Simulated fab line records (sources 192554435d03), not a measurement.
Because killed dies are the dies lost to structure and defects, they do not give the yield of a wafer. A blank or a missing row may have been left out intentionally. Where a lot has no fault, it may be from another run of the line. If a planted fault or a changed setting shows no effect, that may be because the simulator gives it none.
Lot-split experiment ; flow n5 finfet ; 7 lots, 39 wafers read, on a route of 1938 steps

ABOUT THE SPLIT
At N5_DUMMY_GATE_ETCH_42 (etches SiO2 in CHF3/O2, target depth 3.5 nm, time 31 s), the setting bias w was moved away from the recipe's 12 W on 18 of the 39 wafers read, by -18.6% to +18.8%. All remaining wafers had this setting at the recipe value.

The split's own step is where the reading is taken.

THE READING
rf vpp V, in V, at N5_DUMMY_GATE_ETCH_42 (etches SiO2 in CHF3/O2, target depth 3.5 nm, time 31 s). Typical for fault-free wafers on this fab line: 42.6 V, with standard deviation 0.97 V.

wafer;tool, chamber at the split;bias w as run, W;against the recipe;rf vpp V, V;against lot-mates on the recipe
L074.1;rie diel-05, 3;9.769;-18.6%;37.3;-5.7
L074.2;rie diel-05, 1;9.769;-18.6%;37.4;-5.6
L074.3;rie diel-05, 0;12;recipe;43.3;-
L074.4;rie diel-05, 2;12;recipe;43.0;-
L074.5;rie diel-05, 1;12;recipe;42.7;-
L074.6;rie diel-05, 0;9.769;-18.6%;36.1;-6.9
L079.1;rie diel-02, 2;12;recipe;42.2;-
L079.2;rie diel-02, 1;14.26;+18.8%;46.7;+4.4
L079.3;rie diel-02, 3;14.26;+18.8%;46.4;+4.1
L079.4;rie diel-02, 0;12;recipe;41.8;-
L079.5;rie diel-02, 0;14.26;+18.8%;47.1;+4.8
L079.6;rie diel-02, 1;12;recipe;42.8;-
L083.1;rie diel-02, 2;12;recipe;43.5;-
L083.2;rie diel-02, 1;10.69;-10.9%;39.5;-4.4
L083.3;rie diel-02, 3;12;recipe;44.6;-
L083.4;rie diel-02, 0;10.69;-10.9%;37.5;-6.4
L083.5;rie diel-02, 1;10.69;-10.9%;39.1;-4.8
L083.6;rie diel-02, 2;12;recipe;43.6;-
L084.1;rie diel-05, 1;13.09;+9.1%;45.0;+1.4
L084.2;rie diel-05, 0;13.09;+9.1%;44.6;+1.0
L084.3;rie diel-05, 3;12;recipe;44.0;-
L084.4;rie diel-05, 2;12;recipe;43.9;-
L084.5;rie diel-05, 3;12;recipe;42.8;-
L084.6;rie diel-05, 0;13.09;+9.1%;44.5;+0.9
L085.2;rie diel-05, 2;12;recipe;41.6;-
L085.3;rie diel-05, 3;12;recipe;42.3;-
L085.5;rie diel-05, 3;12;recipe;44.1;-
L095.1;rie diel-01, 2;10.42;-13.2%;38.6;-3.4
L095.2;rie diel-01, 3;12;recipe;41.6;-
L095.3;rie diel-01, 0;10.42;-13.2%;40.2;-1.8
L095.4;rie diel-01, 1;12;recipe;42.4;-
L095.5;rie diel-01, 1;12;recipe;41.9;-
L095.6;rie diel-01, 0;10.42;-13.2%;37.7;-4.3
L097.1;rie diel-01, 2;11.22;-6.5%;42.3;-0.3
L097.2;rie diel-01, 0;12;recipe;41.4;-
L097.3;rie diel-01, 1;12;recipe;43.4;-
L097.4;rie diel-01, 1;11.22;-6.5%;40.2;-2.4
L097.5;rie diel-01, 0;12;recipe;43.0;-
L097.6;rie diel-01, 2;11.22;-6.5%;41.4;-1.2

THE FIT
A straight line over all 39 wafers: rf vpp V changes by +0.27 V for each +1% of bias w; r = +0.93; the points scatter about the line by 0.97 V.
The same after taking each lot's own level away (the mean of its wafers on the recipe; 39 wafers): +0.274 V for each +1%; r = +0.93; scatter 1 V.
According to that fit, moving bias w by its largest amount changes the reading by 5.2 V.
The lots' own levels span 41.97 to 43.90 V, that is 2.0 times the standard deviation above.
Consequently the slope shifts little with the lot-to-lot level, the two slopes agreeing.
Check: for one of the wafers moved furthest among these (+18.8%), held out of the fit, the line's prediction against its lot-mates is +4.91 V. It came out at +4.43 V against them.
Tool readings at the split's step, against how far the setting was moved: rf vpp V r = +0.93.

THESE WAFERS: OTHER SPLITS
These wafers also went through other splits before the reading. Each is held against what the fit with the lots' levels taken away leaves over:
other split on the same wafers;wafers away from the commonest value;r with rf vpp V (lot level and that fit taken away)
N5_DUMMY_GATE_ETCH_44 target depth a;15;-0.21

THE FILE'S OWN FIT
rf vpp V changes by +0.281 V for each +1% of bias w, r = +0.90.
